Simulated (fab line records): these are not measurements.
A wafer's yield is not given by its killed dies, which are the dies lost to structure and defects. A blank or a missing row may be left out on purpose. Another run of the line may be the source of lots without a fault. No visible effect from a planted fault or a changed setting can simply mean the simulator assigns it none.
Code-filled problem report in 8D (eight disciplines) form || flow n5-finfet || the parts of the form that need people (team, actions taken, sign-off) are left out

1. WHAT IS WRONG
run-length-s at N5_BEOL_M3_VIA_ETCH_34 reads a mean of 94.3 s on 4 wafers of 3 lots; wafers without a fault read 89.3 s with a standard deviation of 0.41. That is +12 standard deviations from the usual mean.
The step: etches the open film in C4F6/O2, target depth 69.4 nm, time 65.9 s.
The first sign was on wafer L426.2 at day 10 22:38, on rie-diel-02. Wafers with a number at this step in the record: 25, from 9 lots. The rule behind "out" and "out of limits": a value lying over 4 standard deviations away from the usual mean. The rest of the wafers with a number are treated as sound.

2. WHAT THIS IS AND IS NOT
{"question": "which readings at this step", "is": "run-length-s", "is not": "drypump-motor-current-A, oes-product-au, rf-vpp-V, showerhead-plenum-p-Torr, throttle-valve-pct"}
{"question": "which lots", "is": "L426, L429, L430", "is not": "L413, L416, L425, L433, L434, L435"}
{"question": "which wafers of those lots", "is": "L426.2, L426.3, L429.2, L430.2", "is not": "L429.4, L430.5, L430.6"}
{"question": "read on which tools", "is": "rie-diel-02", "is not": "rie-diel-04, rie-diel-06"}
{"question": "when", "is": "from day 10 22:38", "is not": "up to then (9 sound wafers); but 12 sound wafers of L429, L430, L433, L434, L435 came after"}

3. THE SUSPECTS, EACH WITH WHAT RULES IT OUT
Counting: a tool at a process step up to the reading stays a suspect if it ran every lot that is out. Sound lots after the first of them don't rule it out here, since some wafers of a struck lot are sound.
- rie-diel-02 at N5_BEOL_M3_VIA_ETCH_34 (etches the open film in C4F6/O2, target depth 69.4 nm, time 65.9 s): kept. Ran every lot that is out, first one L426 (day 10 22:38); last sound lot up to then L425 (day 10 17:02). Its own readings are out on those wafers: run-length-s.
After counting, what remains is rie-diel-02 at N5_BEOL_M3_VIA_ETCH_34.

4. THE CAUSE (what the simulator had put in)
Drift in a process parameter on rie-diel-02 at N5_BEOL_M3_VIA_ETCH_34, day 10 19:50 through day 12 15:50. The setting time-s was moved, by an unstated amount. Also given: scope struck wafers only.
Only this tool survived the counting.

5. THE CHAIN OF EFFECTS, in route order
Each row: a reading where the mean over the struck wafers with a number is more than 3 standard deviations away from the usual. Scope: only readings with a usual standard deviation given in the record; hours: median across lots of the time from each lot's start at the first step in this table that gives one to its start at this step; sigmas: change in usual standard deviations.
{"hours": 0, "step": "N5_BEOL_M3_VIA_ETCH_34", "reading": "run-length-s", "usual": "89.3 s", "on struck wafers": 94.3, "change": "+5.0", "sigmas": "+12"}
Process steps it contains:
- N5_BEOL_M3_VIA_ETCH_34: etches the open film in C4F6/O2, target depth 69.4 nm, time 65.9 s.
Later measuring or inspecting steps at which every struck wafer that the step has a row for has a number for every such reading, and none has moved that far: N5_BEOL_M4_RC_MEAS_101.

6. WHAT WOULD HAVE CAUGHT IT SOONER
3 hours passed between the start of the fault at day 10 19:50 and the first reading out of limits in this record, taken at day 10 22:38.
